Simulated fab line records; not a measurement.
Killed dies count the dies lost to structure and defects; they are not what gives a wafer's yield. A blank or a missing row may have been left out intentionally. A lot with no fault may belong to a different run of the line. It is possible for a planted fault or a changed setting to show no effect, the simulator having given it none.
Lot-split experiment | flow n5-finfet | route with 1938 steps; 7 lots, 39 wafers read

## THE SPLIT ITSELF
At N5_BEOL_M12_ETCH_38 (etches SiCN in CF4/N2, target depth 68.7 nm, time 73.4 s), the setting target-depth-a was moved away from the recipe's 687 angstrom on 9 of the 39 wafers read, by -49.1% to +24.5%. This setting was run at the recipe's value on the other wafers.

The reading is taken at the split's own step.

## THE READING
etch.depth-nm (the simulator's own value, which no gauge read), in nm, at N5_BEOL_M12_ETCH_38 (etches SiCN in CF4/N2, target depth 68.7 nm, time 73.4 s). There is no usual value for it anywhere in the file. Here, 30 wafers ran the recipe; their average is 58.48 nm with a standard deviation of 0.91 nm.

wafer  | tool, chamber at the split | target-depth-a as run, angstrom | against the recipe | etch.depth-nm, nm | against lot-mates on the recipe
L078.1 | rie-diel-02, 1             | 687                             | recipe             | 58.33             | -
L078.2 | rie-diel-02, 3             | 687                             | recipe             | 58.56             | -
L078.3 | rie-diel-02, 2             | 687                             | recipe             | 58.27             | -
L078.4 | rie-diel-02, 0             | 687                             | recipe             | 57.01             | -
L078.5 | rie-diel-02, 3             | 687                             | recipe             | 58.62             | -
L078.6 | rie-diel-02, 2             | 687                             | recipe             | 57.93             | -
L076.1 | rie-diel-02, 1             | 826.7                           | +20.3%             | 70.93             | +12.45
L076.2 | rie-diel-02, 3             | 826.7                           | +20.3%             | 70.23             | +11.75
L076.3 | rie-diel-02, 0             | 826.7                           | +20.3%             | 69.67             | +11.19
L076.4 | rie-diel-02, 2             | 687                             | recipe             | 58.49             | -
L076.5 | rie-diel-02, 1             | 687                             | recipe             | 58.8              | -
L076.6 | rie-diel-02, 0             | 687                             | recipe             | 58.15             | -
L085.1 | rie-diel-01, 0             | 349.8                           | -49.1%             | 30.42             | -28.29
L085.2 | rie-diel-01, 3             | 687                             | recipe             | 59.24             | -
L085.3 | rie-diel-01, 1             | 687                             | recipe             | 58.54             | -
L085.4 | rie-diel-01, 2             | 687                             | recipe             | 58.36             | -
L085.5 | rie-diel-01, 1,2           | 349.8                           | -49.1%             | 30.08             | -28.63
L085.6 | rie-diel-01, 1,2           | 349.8                           | -49.1%             | 30.08             | -28.63
L087.3 | rie-diel-02, 0             | 687                             | recipe             | 56.64             | -
L087.4 | rie-diel-02, 2             | 687                             | recipe             | 57.46             | -
L087.5 | rie-diel-02, 0             | 687                             | recipe             | 56.67             | -
L091.1 | rie-diel-04, 1             | 687                             | recipe             | 60.01             | -
L091.2 | rie-diel-04, 0             | 687                             | recipe             | 60.53             | -
L091.3 | rie-diel-04, 2             | 687                             | recipe             | 59.49             | -
L091.4 | rie-diel-04, 3             | 687                             | recipe             | 59.65             | -
L091.5 | rie-diel-04, 3             | 687                             | recipe             | 59.94             | -
L091.6 | rie-diel-04, 2             | 687                             | recipe             | 59.37             | -
L097.1 | rie-diel-02, 1,3           | 687                             | recipe             | 58.5              | -
L097.3 | rie-diel-02, 1,3           | 687                             | recipe             | 58.5              | -
L097.2 | rie-diel-02, 0             | 687                             | recipe             | 57.34             | -
L097.4 | rie-diel-02, 2             | 687                             | recipe             | 57.97             | -
L097.5 | rie-diel-02, 3             | 687                             | recipe             | 58.18             | -
L097.6 | rie-diel-02, 2             | 687                             | recipe             | 58.27             | -
L096.1 | rie-diel-02, 3             | 687                             | recipe             | 58.86             | -
L096.2 | rie-diel-02, 0             | 855.5                           | +24.5%             | 71.7              | +13.19
L096.3 | rie-diel-02, 1             | 687                             | recipe             | 58.62             | -
L096.4 | rie-diel-02, 2             | 687                             | recipe             | 58.05             | -
L096.5 | rie-diel-02, 0             | 855.5                           | +24.5%             | 71.32             | +12.81
L096.6 | rie-diel-02, 1             | 855.5                           | +24.5%             | 72.77             | +14.26
If several chambers appear in one row, that row covers several wafers at once and the file leaves open which wafer was in which chamber.

THE FIT
A straight line over all 39 wafers: etch.depth-nm changes by +0.572 nm for each +1% of target-depth-a; r = +1.00; the points scatter about the line by 0.87 nm.
The same after taking each lot's own level away (the mean of its wafers on the recipe; 39 wafers): +0.575 nm for each +1%; r = +1.00; scatter 0.48 nm.
The reading moves by 28 nm for the largest change in target-depth-a, on that fit.
The lots' own levels span 56.923 to 59.832 nm, that is 3.2 times the standard deviation above.
Consequently the slope shifts little with the lot-to-lot level, the two slopes agreeing.
Check: for one of the wafers moved furthest among these (-49.1%), held out of the fit, the line's prediction against its lot-mates is -28.3 nm. Against them it came out at -28.3 nm.

## FURTHER SPLITS ON THESE WAFERS
Note: prior to the reading, these wafers also went through further splits. Each is held against what the fit with the lots' levels taken away leaves over:
other split on the same wafers        | wafers away from the commonest value | r with etch.depth-nm (lot level and that fit taken away)
N5_BEOL_M1_VIA_ETCH_34 target-depth-a | 15                                   | +0.32
N5_BEOL_M3_ILD_DEP_00 target-thk-a    | 6                                    | +0.02
N5_BEOL_M8_DESCUM_33 time-s           | 18                                   | +0.10
N5_BEOL_M11_ETCH_66 time-s            | 15                                   | +0.05

## FILE'S OWN FIT
etch.depth-nm changes by +0.575 nm for each +1% of target-depth-a, r = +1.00.
